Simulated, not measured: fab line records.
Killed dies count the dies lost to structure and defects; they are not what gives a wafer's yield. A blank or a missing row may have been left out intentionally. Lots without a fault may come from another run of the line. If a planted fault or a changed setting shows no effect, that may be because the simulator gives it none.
Which tool did it? / flow n5-finfet / 24 lots, 72 wafers sampled, at 3 steps of a route of 1938

## WHAT EACH GAUGE READ, for each wafer
N5_BEOL_M7_THK_MEAS_53: measures by xrf.
lot=L074; measured=day 9 20:29; on=film-metro-01; M7_THK (nm)=81.2 80.9 79.8
lot=L075; measured=day 10 08:46; on=film-metro-01; M7_THK (nm)=81.0 77.9 79.2
lot=L077; measured=day 10 14:28; on=film-metro-01; M7_THK (nm)=78.3 78.7 79.8
lot=L076; measured=day 10 20:23; on=film-metro-02; M7_THK (nm)=81.4 78.4 80.2
lot=L078; measured=day 10 23:19; on=film-metro-01; M7_THK (nm)=78.2 77.9 80.7
lot=L080; measured=day 11 01:34; on=film-metro-01; M7_THK (nm)=79.9 82.0 82.3
lot=L079; measured=day 11 03:37; on=film-metro-02; M7_THK (nm)=78.1 81.1 78.9
lot=L081; measured=day 11 17:23; on=film-metro-01; M7_THK (nm)=82.8 82.0 79.5
lot=L083; measured=day 12 02:07; on=film-metro-02; M7_THK (nm)=84.8 80.8 78.8
lot=L082; measured=day 12 03:45; on=film-metro-02; M7_THK (nm)=83.0 81.5 80.6
lot=L084; measured=day 12 19:58; on=film-metro-02; M7_THK (nm)=81.8 80.5 81.5
lot=L085; measured=day 13 01:41; on=film-metro-01; M7_THK (nm)=79.4 80.5 82.9
lot=L086; measured=day 13 02:30; on=film-metro-02; M7_THK (nm)=82.3 81.6 79.6
lot=L087; measured=day 13 04:44; on=film-metro-02; M7_THK (nm)=78.5 81.4 81.3
lot=L089; measured=day 13 07:52; on=film-metro-01; M7_THK (nm)=80.0 82.6 81.3
lot=L088; measured=day 13 17:19; on=film-metro-01; M7_THK (nm)=80.5 78.3 81.0
lot=L090; measured=day 14 01:34; on=film-metro-01; M7_THK (nm)=80.4 82.0 80.2
lot=L091; measured=day 14 06:16; on=film-metro-01; M7_THK (nm)=81.9 81.7 83.7
lot=L092; measured=day 14 06:43; on=film-metro-01; M7_THK (nm)=80.6 81.0 81.5
lot=L094; measured=day 14 22:20; on=film-metro-02; M7_THK (nm)=79.2 82.0 82.5
lot=L095; measured=day 15 05:25; on=film-metro-01; M7_THK (nm)=83.5 82.1 82.7
lot=L093; measured=day 15 05:49; on=film-metro-02; M7_THK (nm)=77.9 79.3 79.0
lot=L096; measured=day 15 09:17; on=film-metro-02; M7_THK (nm)=83.2 82.4 82.6
lot=L097; measured=day 15 13:30; on=film-metro-02; M7_THK (nm)=79.2 79.8 79.6

N5_BEOL_M8_OVL_MEAS_12.
lot=L074; measured=day 9 23:11; on=overlay-02; M8_OVL (nm)=-1.5 -0.5 -0.8
lot=L075; measured=day 10 10:25; on=overlay-02; M8_OVL (nm)=-0.6 -0.7 0.5
lot=L077; measured=day 10 16:11; on=overlay-02; M8_OVL (nm)=0.3 -0.6 -0.6
lot=L076; measured=day 10 23:46; on=overlay-01; M8_OVL (nm)=-0.8 -1.9 -0.7
lot=L078; measured=day 11 00:35; on=overlay-01; M8_OVL (nm)=-1.7 -2.4 -1.3
lot=L080; measured=day 11 03:04; on=overlay-01; M8_OVL (nm)=-0.3 -1.1 -0.7
lot=L079; measured=day 11 07:13; on=overlay-02; M8_OVL (nm)=-1.4 -0.3 -0.8
lot=L081; measured=day 11 20:11; on=overlay-02; M8_OVL (nm)=-0.5 0.0 0.0
lot=L083; measured=day 12 04:13; on=overlay-02; M8_OVL (nm)=-0.8 -1.5 -0.9
lot=L082; measured=day 12 07:08; on=overlay-01; M8_OVL (nm)=-0.3 -1.5 -0.9
lot=L084; measured=day 12 23:05; on=overlay-02; M8_OVL (nm)=-1.0 -1.0 -0.9
lot=L085; measured=day 13 06:00; on=overlay-01; M8_OVL (nm)=0.2 -0.8 -0.5
lot=L086; measured=day 13 06:28; on=overlay-01; M8_OVL (nm)=0.1 0.5 0.1
lot=L087; measured=day 13 07:16; on=overlay-02; M8_OVL (nm)=-0.8 -0.3 -0.3
lot=L089; measured=day 13 10:08; on=overlay-02; M8_OVL (nm)=-2.0 -1.2 -1.6
lot=L088; measured=day 13 19:26; on=overlay-01; M8_OVL (nm)=-1.1 -0.1 0.3
lot=L090; measured=day 14 04:36; on=overlay-01; M8_OVL (nm)=-1.5 0.3 -2.5
lot=L091; measured=day 14 10:38; on=overlay-02; M8_OVL (nm)=0.0 0.2 1.1
lot=L092; measured=day 14 10:48; on=overlay-02; M8_OVL (nm)=0.0 -0.7 0.5
lot=L094; measured=day 15 00:25; on=overlay-01; M8_OVL (nm)=-0.6 -1.6 -1.6
lot=L095; measured=day 15 08:03; on=overlay-02; M8_OVL (nm)=-1.3 -0.8 -1.3
lot=L093; measured=day 15 08:15; on=overlay-01; M8_OVL (nm)=-0.6 0.6 0.1
lot=L096; measured=day 15 12:01; on=overlay-01; M8_OVL (nm)=-1.4 -0.7 -1.8
lot=L097; measured=day 15 16:13; on=overlay-01; M8_OVL (nm)=0.2 0.0 0.7

## TOOL THAT RAN EACH LOT (tool first, then ch and the chambers of the sampled wafers, then the start)
lot=L074; N5_BEOL_M8_CURE_74=uv-cure-03 ch 2, day 9 20:44
lot=L075; N5_BEOL_M8_CURE_74=uv-cure-03 ch 1, day 10 09:03
lot=L077; N5_BEOL_M8_CURE_74=uv-cure-03 ch 1, day 10 14:47
lot=L076; N5_BEOL_M8_CURE_74=uv-cure-03 ch 0, day 10 20:40
lot=L078; N5_BEOL_M8_CURE_74=uv-cure-03 ch 0, day 10 23:44
lot=L080; N5_BEOL_M8_CURE_74=uv-cure-01 ch 1, day 11 01:49
lot=L079; N5_BEOL_M8_CURE_74=uv-cure-02 ch 1, day 11 03:58
lot=L081; N5_BEOL_M8_CURE_74=uv-cure-03 ch 0, day 11 17:39
lot=L083; N5_BEOL_M8_CURE_74=uv-cure-01 ch 0, day 12 02:27
lot=L082; N5_BEOL_M8_CURE_74=uv-cure-03 ch 2, day 12 04:01
lot=L084; N5_BEOL_M8_CURE_74=uv-cure-03 ch 0, day 12 20:37
lot=L085; N5_BEOL_M8_CURE_74=uv-cure-03 ch 1, day 13 03:47
lot=L086; N5_BEOL_M8_CURE_74=uv-cure-03 ch 0, day 13 04:16
lot=L087; N5_BEOL_M8_CURE_74=uv-cure-03 ch 0, day 13 05:52
lot=L089; N5_BEOL_M8_CURE_74=uv-cure-01 ch 1, day 13 08:07
lot=L088; N5_BEOL_M8_CURE_74=uv-cure-03 ch 2, day 13 17:35
lot=L090; N5_BEOL_M8_CURE_74=uv-cure-01 ch 0, day 14 02:03
lot=L091; N5_BEOL_M8_CURE_74=uv-cure-02 ch 1, day 14 06:32
lot=L092; N5_BEOL_M8_CURE_74=uv-cure-03 ch 2, day 14 06:59
lot=L094; N5_BEOL_M8_CURE_74=uv-cure-03 ch 1, day 14 22:37
lot=L095; N5_BEOL_M8_CURE_74=uv-cure-01 ch 0, day 15 05:47
lot=L093; N5_BEOL_M8_CURE_74=uv-cure-01 ch 1, day 15 06:20
lot=L096; N5_BEOL_M8_CURE_74=uv-cure-03 ch 2, day 15 09:33
lot=L097; N5_BEOL_M8_CURE_74=uv-cure-03 ch 1, day 15 13:46
- N5_BEOL_M8_CURE_74: cures SiCOH lowk, time 240 s.

## AS READ BY THE TOOLS THEMSELVES (means over the sampled wafers that have a number; for cases with no such wafer, the mark the record gives instead)
N5_BEOL_M8_CURE_74.
lot=L074; tool=uv-cure-03; lamp-power-pct (%)=52.32; wafer_temp_C_max=386.7
lot=L075; tool=uv-cure-03; lamp-power-pct (%)=52.24; wafer_temp_C_max=387.1
lot=L077; tool=uv-cure-03; lamp-power-pct (%)=52.36; wafer_temp_C_max=387.9
lot=L076; tool=uv-cure-03; lamp-power-pct (%)=52.37; wafer_temp_C_max=386.6
lot=L078; tool=uv-cure-03; lamp-power-pct (%)=52.30; wafer_temp_C_max=386.7
lot=L080; tool=uv-cure-01; lamp-power-pct (%)=52.31; wafer_temp_C_max=386.3
lot=L079; tool=uv-cure-02; lamp-power-pct (%)=52.33; wafer_temp_C_max=387.1
lot=L081; tool=uv-cure-03; lamp-power-pct (%)=52.32; wafer_temp_C_max=386.9
lot=L083; tool=uv-cure-01; lamp-power-pct (%)=52.32; wafer_temp_C_max=386.7
lot=L082; tool=uv-cure-03; lamp-power-pct (%)=52.35; wafer_temp_C_max=386.3
lot=L084; tool=uv-cure-03; lamp-power-pct (%)=52.34; wafer_temp_C_max=386.8
lot=L085; tool=uv-cure-03; lamp-power-pct (%)=52.24; wafer_temp_C_max=387.5
lot=L086; tool=uv-cure-03; lamp-power-pct (%)=52.28; wafer_temp_C_max=386.9
lot=L087; tool=uv-cure-03; lamp-power-pct (%)=52.29; wafer_temp_C_max=387.2
lot=L089; tool=uv-cure-01; lamp-power-pct (%)=52.36; wafer_temp_C_max=386.2
lot=L088; tool=uv-cure-03; lamp-power-pct (%)=52.27; wafer_temp_C_max=386.3
lot=L090; tool=uv-cure-01; lamp-power-pct (%)=52.30; wafer_temp_C_max=386.6
lot=L091; tool=uv-cure-02; lamp-power-pct (%)=52.27; wafer_temp_C_max=387.3
lot=L092; tool=uv-cure-03; lamp-power-pct (%)=52.27; wafer_temp_C_max=386.6
lot=L094; tool=uv-cure-03; lamp-power-pct (%)=52.36; wafer_temp_C_max=387.7
lot=L095; tool=uv-cure-01; lamp-power-pct (%)=52.29; wafer_temp_C_max=387.1
lot=L093; tool=uv-cure-01; lamp-power-pct (%)=52.30; wafer_temp_C_max=386.5
lot=L096; tool=uv-cure-03; lamp-power-pct (%)=52.28; wafer_temp_C_max=386.6
lot=L097; tool=uv-cure-03; lamp-power-pct (%)=52.34; wafer_temp_C_max=387.1

## THE ANSWER, worked out from the rows above alone
Rule: the usual values come from the lots themselves. Put in order of their means at a reading, lots are off if they are a third of the lots or fewer, leave a main group of 4 or more, and stand apart from it by a gap of 3 or more times the standard deviation of the main group's means; of several such gaps the widest counts. A main group whose means are all the same, to the digits that the tables above print for the reading, isn't used. Also off: a lot with no number at a reading for which 4 or more lots have one. Where the step has rows for the other lots, those lots are counted as sound. After the gauges, taken in route order, come the tools' own readings; for these a lot's mean is taken, as printed above. The first step at which some lot is off is used, and at that step the reading that is off furthest; a lot without a number counts as furthest.
Nothing can be told from this: no lot is off at any reading shown.

## WHAT THE SIMULATOR HAD INSERTED
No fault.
